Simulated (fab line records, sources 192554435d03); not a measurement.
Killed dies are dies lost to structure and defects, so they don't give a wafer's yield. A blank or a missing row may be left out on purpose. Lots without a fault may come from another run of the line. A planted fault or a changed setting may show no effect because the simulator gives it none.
Which tool did it? | flow n5_finfet | 10 lots, 30 wafers sampled, at 3 steps of a route of 1938

WHAT THE GAUGES READ, wafer by wafer
N5_BEOL_M8_OVL_MEAS_29.
lot  | measured     | on         | V7_OVL (nm)
L076 | day 9 07:13  | overlay-01 | -0.3 -0.2 -0.6
L078 | day 10 09:26 | overlay-02 | 0.0 1.4 0.8
L079 | day 10 18:20 | overlay-02 | -0.5 0.3 1.5
L083 | day 11 11:49 | overlay-01 | 0.7 0.7 1.1
L082 | day 11 17:21 | overlay-01 | -0.1 -0.1 0.4
L084 | day 12 01:45 | overlay-02 | 1.1 0.6 0.1
L088 | day 12 20:40 | overlay-02 | 1.5 1.5 1.0
L090 | day 13 10:09 | overlay-02 | 1.6 1.5 1.0
L091 | day 13 16:36 | overlay-02 | 1.6 1.0 1.1
L097 | day 15 03:55 | overlay-02 | 1.2 0.6 1.4

WHICH TOOL RAN EACH LOT (tool, then ch and the chambers of the sampled wafers, then the start)
lot  | N5_BEOL_M8_DESCUM_16               | N5_BEOL_M8_STRIP_67
L076 | rie_diel-06 ch 2,3, day 9 06:23    | rie_diel-06 ch 2,3, day 9 06:38
L078 | rie_diel-04 ch 2,3, day 10 07:55   | rie_diel-04 ch 2,3, day 10 08:09
L079 | rie_diel-01 ch 0,1,3, day 10 15:10 | rie_diel-01 ch 0,1,3, day 10 15:25
L083 | rie_diel-04 ch 1,3, day 11 10:18   | rie_diel-04 ch 1,3, day 11 10:32
L082 | rie_diel-01 ch 1,2,3, day 11 13:22 | rie_diel-01 ch 1,2,3, day 11 13:35
L084 | rie_diel-04 ch 1,3, day 11 23:35   | rie_diel-04 ch 1,3, day 11 23:49
L088 | rie_diel-01 ch 1,3, day 12 17:29   | rie_diel-01 ch 1,3, day 12 17:43
L090 | rie_diel-01 ch 2,3, day 13 08:09   | rie_diel-01 ch 2,3, day 13 08:23
L091 | rie_diel-06 ch 0,2,3, day 13 14:34 | rie_diel-06 ch 0,2,3, day 13 14:47
L097 | rie_diel-06 ch 0,2,3, day 15 02:38 | rie_diel-06 ch 0,2,3, day 15 02:52
- N5_BEOL_M8_DESCUM_16: chemistry O2, time 7.9 s.
- N5_BEOL_M8_STRIP_67: strips in CF4.

THE ANSWER, worked out from the rows above alone
Rule: what is usual is taken from the lots themselves. Put in order of their means at a reading, lots are off if they are a third of the lots or fewer, leave a main group of 4 or more, and stand apart from it by a gap of 3 or more times the standard deviation of the main group's means; of several such gaps the widest counts. A main group whose means are all the same, to the digits that the tables above print for the reading, isn't used. A lot without any number at a reading at which 4 lots or more have one is off too. The other lots that the step has rows for count as sound.
No lot is off at any reading shown: from this, nothing can be told.

WHAT THE SIMULATOR HAD PUT IN
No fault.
